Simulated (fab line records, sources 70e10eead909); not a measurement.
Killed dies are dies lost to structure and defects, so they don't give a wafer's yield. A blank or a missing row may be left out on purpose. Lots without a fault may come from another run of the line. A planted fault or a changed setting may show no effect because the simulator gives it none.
Chamber matching | flow nand_harc | NHARC_A_STAIRCASE_TRIM_229 on rie_diel-03: 4 sister chambers
The step chemistry O2, time 211.2 s. 8 wafers are shown with their chamber, then 10 later ones without.

WAFERS WITH THEIR CHAMBER
wafer  | chamber | showerhead_plenum_p_Torr (Torr) | drypump_motor_current_A (A)
L075.3 | 0       | 3.50                            | 6.1
L082.3 | 3       | 3.66                            | 6.2
L082.4 | 0       | 3.49                            | 6.0
L081.1 | 3       | 3.66                            | 6.2
L081.3 | 2       | 3.72                            | 6.1
L081.5 | 2       | 3.72                            | 6.0
L087.3 | 1       | 3.45                            | 6.3
L087.5 | 1       | 3.45                            | 6.3

WAFERS WITHOUT THEIR CHAMBER
wafer  | showerhead_plenum_p_Torr (Torr) | drypump_motor_current_A (A)
L087.6 | 3.72                            | 6.0
L089.1 | 3.45                            | 6.3
L089.3 | 3.47                            | 6.0
L089.5 | 3.45                            | 6.3
L091.1 | 3.71                            | 6.0
L091.2 | 3.47                            | 6.1
L091.4 | 3.44                            | 6.3
L092.1 | 3.71                            | 6.1
L092.3 | 3.44                            | 6.3
L092.5 | 3.44                            | 6.3

WHICH CHAMBER EACH WENT THROUGH
wafer  | from the rows above     | in truth
L087.6 | 2                       | 2
L089.1 | 1                       | 1
L089.3 | can't be placed: 0 or 1 | 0
L089.5 | 1                       | 1
L091.1 | 2                       | 2
L091.2 | can't be placed: 1 or 0 | 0
L091.4 | 1                       | 1
L092.1 | 2                       | 2
L092.3 | 1                       | 1
L092.5 | 1                       | 1
Placed correctly: 8 of 10. Can't be placed from these rows: 2 (the true chamber is among the candidates in 2). Placed wrongly: 0.
How it was worked out, from the rows above alone: a wafer's distance from a chamber is the root of the sum, over the readings, of the square of ((its reading less the chamber's mean) divided by the reading's scatter). The wafer belongs to the nearest chamber; if the next one is less than 2 further off, it can't be placed. A chamber's mean is the mean of its shown wafers. The scatter: the root of (the sum of the squares of (reading less its chamber's mean) over the shown wafers, divided by (wafers less chambers)).
